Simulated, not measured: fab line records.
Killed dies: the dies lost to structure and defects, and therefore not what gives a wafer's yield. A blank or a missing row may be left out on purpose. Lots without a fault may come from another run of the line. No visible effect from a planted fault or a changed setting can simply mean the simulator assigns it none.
Split-lot experiment	flow n5_finfet	39 wafers read from 7 lots, route of 1938 steps

## THE SPLIT ITSELF
At N5_DUMMY_GATE_EXPOSE_12 (exposes mask GATE, target cd 25 nm), the setting dose_mj was moved away from the recipe's 34 on 15 of the 39 wafers read, by -7.6% to +2.5%. For the rest of the wafers, this setting stayed at what the recipe calls for.

## FROM THE SPLIT TO THE READING: what the file shows between them, 12 steps
- N5_DUMMY_GATE_PEB_13: peb time 60 s
- N5_DUMMY_GATE_DEVELOP_14: develop time 30 s
- N5_DUMMY_GATE_CD_MEAS_15: target cd 25.8 nm
- N5_DUMMY_GATE_STRIP_38: strips in N2/H2
- N5_DUMMY_GATE_STRIP_39: strips in N2/H2
- N5_DUMMY_GATE_TRIM_49: chemistry O2, time 29 s, target cd 14 nm
- N5_DUMMY_GATE_STRIP_40: strips in CF4
- N5_DUMMY_GATE_CD_MEAS_50: target cd 14 nm
- N5_DUMMY_GATE_ETCH_31: etches SiO2 in C4F6/O2, target depth 82.5 nm, time 27.5 s
- N5_DUMMY_GATE_STRIP_41: strips in O2
- N5_DUMMY_GATE_ETCH_23: etches poly-Si in HBr/Cl2/O2, target depth 41 nm, time 22.3 s
- N5_DUMMY_GATE_ETCH_44: etches poly-Si in HBr/O2, stops on SiO2, target depth 127.5 nm

## THE READING
cd_nm (nm) at N5_DUMMY_GATE_CD_MEAS_24, where the cd target is 15 nm. Typical for fault-free wafers on this fab line: 15.1 nm, with standard deviation 0.35 nm.

wafer	tool, chamber at the split	dose_mj as run	against the recipe	cd_nm, nm	against lot-mates on the recipe
L074.1	euv_scanner-02, 0	32.06	-5.7%	16.8	+1.5
L074.2	euv_scanner-02, 0	34	recipe	15.5	-
L074.3	euv_scanner-02, 0	34	recipe	15.2	-
L074.4	euv_scanner-02, 0	32.06	-5.7%	16.6	+1.3
L074.5	euv_scanner-02, 0	34	recipe	15.2	-
L074.6	euv_scanner-02, 0	32.06	-5.7%	16.3	+1.0
L075.1	euv_scanner-02, 0	31.5	-7.4%	16.1	+1.1
L075.2	euv_scanner-02, 0	34	recipe	15.3	-
L075.3	euv_scanner-02, 0	31.5	-7.4%	16.4	+1.4
L075.4	euv_scanner-02, 0	34	recipe	14.5	-
L075.5	euv_scanner-02, 0	34	recipe	15.1	-
L075.6	euv_scanner-02, 0	31.5	-7.4%	16.3	+1.3
L081.1	euv_scanner-01, 0	34	recipe	14.8	-
L081.3	euv_scanner-01, 0	34	recipe	15.3	-
L081.6	euv_scanner-01, 0	34	recipe	14.8	-
L086.1	euv_scanner-01, 0	34	recipe	15.5	-
L086.2	euv_scanner-01, 0	34	recipe	15.7	-
L086.3	euv_scanner-01, 0	34	recipe	15.3	-
L086.4	euv_scanner-01, 0	34	recipe	15.3	-
L086.5	euv_scanner-01, 0	34	recipe	14.8	-
L086.6	euv_scanner-01, 0	34	recipe	15.0	-
L087.1	euv_scanner-01, 0	34.84	+2.5%	14.5	-0.4
L087.2	euv_scanner-01, 0	34.84	+2.5%	14.5	-0.4
L087.3	euv_scanner-01, 0	34	recipe	15.2	-
L087.4	euv_scanner-01, 0	34	recipe	14.6	-
L087.5	euv_scanner-01, 0	34	recipe	15.0	-
L087.6	euv_scanner-01, 0	34.84	+2.5%	14.2	-0.7
L092.1	euv_scanner-01, 0	34	recipe	14.9	-
L092.2	euv_scanner-01, 0	34.72	+2.1%	14.7	-0.2
L092.3	euv_scanner-01, 0	34.72	+2.1%	14.9	+0.0
L092.4	euv_scanner-01, 0	34	recipe	14.7	-
L092.5	euv_scanner-01, 0	34.72	+2.1%	14.7	-0.2
L092.6	euv_scanner-01, 0	34	recipe	15.1	-
L094.1	euv_scanner-02, 0	34	recipe	15.0	-
L094.2	euv_scanner-02, 0	34	recipe	14.8	-
L094.3	euv_scanner-02, 0	31.41	-7.6%	16.3	+1.5
L094.4	euv_scanner-02, 0	34	recipe	14.6	-
L094.5	euv_scanner-02, 0	31.41	-7.6%	16.4	+1.6
L094.6	euv_scanner-02, 0	31.41	-7.6%	16.6	+1.8

THE FIT
A straight line over all 39 wafers: cd_nm changes by -0.195 nm for each +1% of dose_mj; r = -0.91; the points scatter about the line by 0.3 nm.
The same after taking each lot's own level away (the mean of its wafers on the recipe; 39 wafers): -0.195 nm for each +1%; r = -0.94; scatter 0.24 nm.
The reading moves by 1.5 nm for the largest change in dose_mj, on that fit.
Across the lots, their own levels run from 14.80 to 15.30 nm, a range of 1.4 times the standard deviation given above.
Hence the lot-to-lot level has little effect on the slope; both slopes agree.
Check: with one of the wafers moved furthest among these (-7.6%) left out of the fit, the line predicts +1.52 nm for it against its lot-mates. It came out at +1.5 nm against them.

## THE OTHER SPLITS THESE WAFERS WENT THROUGH
Before the reading, these wafers also passed through other splits. Each is held against what the fit with the lots' levels taken away leaves over:
other split on the same wafers	wafers away from the commonest value	r with cd_nm (lot level and that fit taken away)
N5_FIN_CUT_CUT_ETCH_15 time_s	18	+0.27

## THE WHOLE CHAIN: every reading that the file lists as answering this split, in the file's order
step	what it does	reading	change (the file's fit)	r (the file's)
N5_DUMMY_GATE_CD_MEAS_15	target cd 25.8 nm	cd_nm	-0.194 nm for each +1% of the setting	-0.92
N5_DUMMY_GATE_TRIM_49	chemistry O2, time 29 s, target cd 14 nm	DUMMY_GATE.cd_nm (the simulator's own value, which no gauge read)	-0.213 nm for each +1% of the setting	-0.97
N5_DUMMY_GATE_CD_MEAS_50	target cd 14 nm	cd_nm	-0.238 nm for each +1% of the setting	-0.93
N5_DUMMY_GATE_CD_MEAS_24	target cd 15 nm	cd_nm	-0.199 nm for each +1% of the setting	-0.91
N5_DUMMY_GATE_ETCH_42	etches SiO2 in CHF3/O2, target depth 3.5 nm, time 31 s	DUMMY_GATE.cd_nm (the simulator's own value, which no gauge read)	-0.22 nm for each +1% of the setting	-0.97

## THE FILE'S OWN FIT
cd_nm changes by -0.199 nm for each +1% of dose_mj, r = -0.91.
